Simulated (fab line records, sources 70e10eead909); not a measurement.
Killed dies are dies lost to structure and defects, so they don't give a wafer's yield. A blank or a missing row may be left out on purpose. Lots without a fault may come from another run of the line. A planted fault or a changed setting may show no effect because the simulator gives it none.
Which tool did it? | flow nand_harc | 24 lots, 72 wafers sampled, at 2 steps of a route of 1302

WHAT THE GAUGES READ, wafer by wafer
NHARC_A_CONTACT_OVL_MEAS_09.
lot  | measured     | on         | overlay_x_nm (nm) | overlay_y_nm (nm)
L074 | day 22 12:57 | overlay-01 | -0.6 -0.2 0.0     | -0.8 0.0 -0.3
L075 | day 22 23:29 | overlay-01 | -1.5 -1.4 -1.5    | 0.0 1.1 0.4
L079 | day 23 05:56 | overlay-02 | -0.5 -1.0 -0.7    | -1.4 -1.5 -1.3
L077 | day 23 07:10 | overlay-02 | -0.4 -1.0 -0.8    | 0.2 0.2 0.6
L078 | day 23 13:54 | overlay-01 | -0.6 -0.3 -0.3    | -0.5 -0.1 -0.6
L076 | day 23 14:03 | overlay-02 | -0.1 -0.3 0.0     | -0.8 -0.5 -0.8
L080 | day 24 05:16 | overlay-01 | -0.6 -0.4 -1.2    | -0.5 -0.9 -0.7
L082 | day 24 18:31 | overlay-01 | 0.5 1.0 0.5       | -0.1 -0.5 -0.3
L081 | day 25 11:06 | overlay-02 | 0.4 0.3 0.1       | 0.2 0.4 0.4
L083 | day 25 23:41 | overlay-01 | -0.1 -0.1 -0.5    | 0.2 0.2 0.2
L084 | day 26 06:34 | overlay-01 | -0.5 -0.7 -0.7    | 0.8 0.8 0.9
L086 | day 26 14:58 | overlay-02 | -0.2 0.1 0.4      | 0.5 0.1 0.0
L085 | day 26 16:50 | overlay-01 | -0.9 -0.4 -0.6    | -1.1 0.1 0.0
L087 | day 27 16:05 | overlay-01 | 0.9 1.5 0.6       | -0.7 -1.4 -1.6
L088 | day 28 04:33 | overlay-02 | -0.2 -1.2 -1.2    | 1.2 1.7 1.4
L089 | day 28 05:34 | overlay-01 | 2.0 2.8 2.2       | -0.6 -0.6 -0.6
L090 | day 29 00:40 | overlay-01 | -1.7 -1.0 -0.8    | -1.3 -0.5 -0.9
L091 | day 29 13:26 | overlay-02 | -1.9 -2.0 -1.6    | 0.1 -0.1 -0.5
L092 | day 29 22:45 | overlay-01 | -1.1 -0.4 -0.5    | -1.4 -0.9 -1.2
L094 | day 30 04:52 | overlay-01 | 0.0 -0.8 0.3      | 0.8 0.0 0.2
L093 | day 30 06:34 | overlay-02 | -0.1 0.4 0.7      | -0.2 0.3 0.3
L096 | day 31 05:46 | overlay-02 | 0.8 0.8 0.4       | 0.4 0.0 0.2
L095 | day 32 09:27 | overlay-02 | 0.8 0.7 1.1       | -2.3 -1.8 -1.9
L097 | day 32 21:31 | overlay-02 | 0.8 1.0 1.9       | 1.2 0.7 1.8

NHARC_A_BLC_OVL_MEAS_11.
lot  | measured     | on         | overlay_x_nm (nm) | overlay_y_nm (nm)
L074 | day 22 19:17 | overlay-02 | 0.0 -0.4 0.5      | 0.6 0.5 0.3
L075 | day 23 05:50 | overlay-01 | 0.9 0.1 -0.1      | -0.2 -0.6 -0.5
L079 | day 23 12:57 | overlay-02 | 0.6 0.1 -0.1      | -0.7 -2.0 -1.6
L077 | day 23 15:08 | overlay-02 | -0.4 0.2 -0.2     | 1.1 1.1 1.3
L078 | day 23 20:44 | overlay-02 | 0.3 0.2 0.4       | 0.1 -0.2 0.0
L076 | day 23 20:23 | overlay-01 | 0.2 -0.2 0.1      | -0.7 -0.9 -0.6
L080 | day 24 11:40 | overlay-01 | -0.4 -0.6 -0.8    | -1.0 -1.1 -0.1
L082 | day 25 00:45 | overlay-02 | -1.5 -1.3 -0.9    | -0.1 -0.6 -0.1
L081 | day 25 17:34 | overlay-02 | -0.9 -0.8 -1.0    | -1.4 -0.9 -1.2
L083 | day 26 09:41 | overlay-02 | 0.7 0.5 0.7       | 1.5 1.3 1.2
L084 | day 26 13:14 | overlay-02 | -1.1 -1.0 -1.0    | 0.9 1.5 1.5
L086 | day 26 22:03 | overlay-01 | 0.2 0.7 0.1       | 0.5 0.1 -0.2
L085 | day 26 23:19 | overlay-02 | -0.7 -1.0 -1.3    | 0.2 0.5 0.6
L087 | day 27 23:01 | overlay-01 | 0.9 0.9 0.8       | 2.4 1.7 2.1
L088 | day 28 10:54 | overlay-02 | 0.5 0.3 1.1       | 1.0 0.8 1.2
L089 | day 28 11:46 | overlay-02 | -0.7 -0.8 -0.8    | -0.6 -0.3 -0.5
L090 | day 29 06:51 | overlay-02 | 0.4 0.2 0.1       | -0.1 0.0 -0.4
L091 | day 29 19:37 | overlay-02 | 1.4 1.3 1.4       | 0.5 0.4 0.3
L092 | day 30 05:11 | overlay-02 | -0.2 -0.3 -1.0    | -1.6 -0.9 -1.0
L094 | day 30 11:38 | overlay-01 | -0.9 -0.9 -1.3    | -1.2 -1.2 -0.8
L093 | day 30 13:12 | overlay-02 | 0.6 0.5 0.1       | -0.1 0.2 0.6
L096 | day 31 11:58 | overlay-01 | -0.4 -0.9 -0.8    | 0.3 -0.1 -0.1
L095 | day 32 15:47 | overlay-02 | 0.3 0.1 0.2       | 0.1 0.6 0.6
L097 | day 33 04:48 | overlay-01 | -0.1 -0.3 -0.3    | 0.2 -0.1 0.3

WHICH TOOL RAN EACH LOT (tool, then ch and the chambers of the sampled wafers, then the start)
The record holds no process step before these readings.

WHAT THE TOOLS THEMSELVES READ (means of the sampled wafers that have a number; where no wafer has one, the mark that the record gives instead)
The record holds no such reading with a usual standard deviation.

THE ANSWER, worked out from the rows above alone
Rule: what is usual is taken from the lots themselves. Put in order of their means at a reading, lots are off if they are a third of the lots or fewer, leave a main group of 4 or more, and stand apart from it by a gap of 3 or more times the standard deviation of the main group's means; of several such gaps the widest counts. A main group whose means are all the same, to the digits that the tables above print for the reading, isn't used. A lot without any number at a reading at which 4 lots or more have one is off too. The other lots that the step has rows for count as sound. The gauges are gone through in route order, then the tools' own readings, and for those a lot's mean is taken as printed above. The first step at which some lot is off is used, and at that step the reading that is off furthest; a lot without a number counts as furthest.
No lot is off at any reading shown: from this, nothing can be told.

WHAT THE SIMULATOR HAD PUT IN
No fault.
